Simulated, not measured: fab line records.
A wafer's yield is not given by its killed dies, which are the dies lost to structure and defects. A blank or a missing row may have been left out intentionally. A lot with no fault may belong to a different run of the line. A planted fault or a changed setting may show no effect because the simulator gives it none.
Which tool was responsible? -- flow nand-harc -- 6 lots with 18 wafers sampled at 5 steps, on a route of 1302 steps

## WHAT THE GAUGES READ, wafer by wafer
NHARC_END_SORT_01.
lot -- measured -- on -- defect-limited-yield (%)

## EACH LOT AND THE TOOL THAT RAN IT (in order: tool; ch and the chambers of the sampled wafers; start)
lot,NHARC_A_M0_ANNEAL_30,NHARC_A_M1_STRIP_18,NHARC_A_M1_CMP_23,NHARC_A_M1_DEP_33
L459,"rtp-anneal-02 ch 0, day 23 02:16","rie-diel-02 ch 0,1, day 23 04:59","cmp-02 ch 2,3, day 23 06:42","pecvd-02 ch 0,1, day 23 07:24"
L463,"rtp-anneal-01 ch 0, day 24 20:19","rie-diel-13 ch 1,2,3, day 24 23:11","cmp-02 ch 0,2,3, day 25 00:56","pecvd-02 ch 0,1,2, day 25 01:34"
L468,"rtp-anneal-01 ch 0, day 27 18:25","rie-diel-02 ch 0,2,3, day 27 21:11","cmp-02 ch 0,3, day 27 22:50","pecvd-02 ch 1,2, day 27 23:31"
L471,"rtp-anneal-02 ch 0, day 28 19:59","rie-diel-02 ch 0,1,2, day 28 22:47","cmp-03 ch 0,1,2, day 29 00:34","pecvd-04 ch 0,1, day 29 01:08"
L474,"rtp-anneal-02 ch 0, day 28 23:18","rie-diel-13 ch 1,2,3, day 29 02:05","cmp-04 ch 1,2, day 29 03:50","pecvd-04 ch 0,1,2, day 29 04:28"
L481,"rtp-anneal-02 ch 0, day 31 20:40","rie-diel-02 ch 1,2, day 31 23:50","cmp-02 ch 0,1,3, day 32 01:39","pecvd-04 ch 0,2, day 32 02:15"
- NHARC_A_M0_ANNEAL_30: time 90 s.
- NHARC_A_M1_STRIP_18: strips in N2/H2.
- NHARC_A_M1_CMP_23: polishes, t overpolish 20 s, target thk 154.34 nm.
- NHARC_A_M1_DEP_33: deposits SiCN, target thk 30 nm.

## THE ANSWER, worked out from the rows above alone
Rule: the usual values come from the lots themselves. Put in order of their means at a reading, lots are off if they are a third of the lots or fewer, leave a main group of 4 or more, and stand apart from it by a gap of 3 or more times the standard deviation of the main group's means; of several such gaps the widest counts. The tables above print the reading to a certain number of digits; a main group whose means all agree to those digits is not used. A lot without any number at a reading at which 4 lots or more have one is off too. The other lots that the step has rows for count as sound.
None of the lots is off at any reading shown; this tells nothing.

## WHAT THE SIMULATOR PUT IN
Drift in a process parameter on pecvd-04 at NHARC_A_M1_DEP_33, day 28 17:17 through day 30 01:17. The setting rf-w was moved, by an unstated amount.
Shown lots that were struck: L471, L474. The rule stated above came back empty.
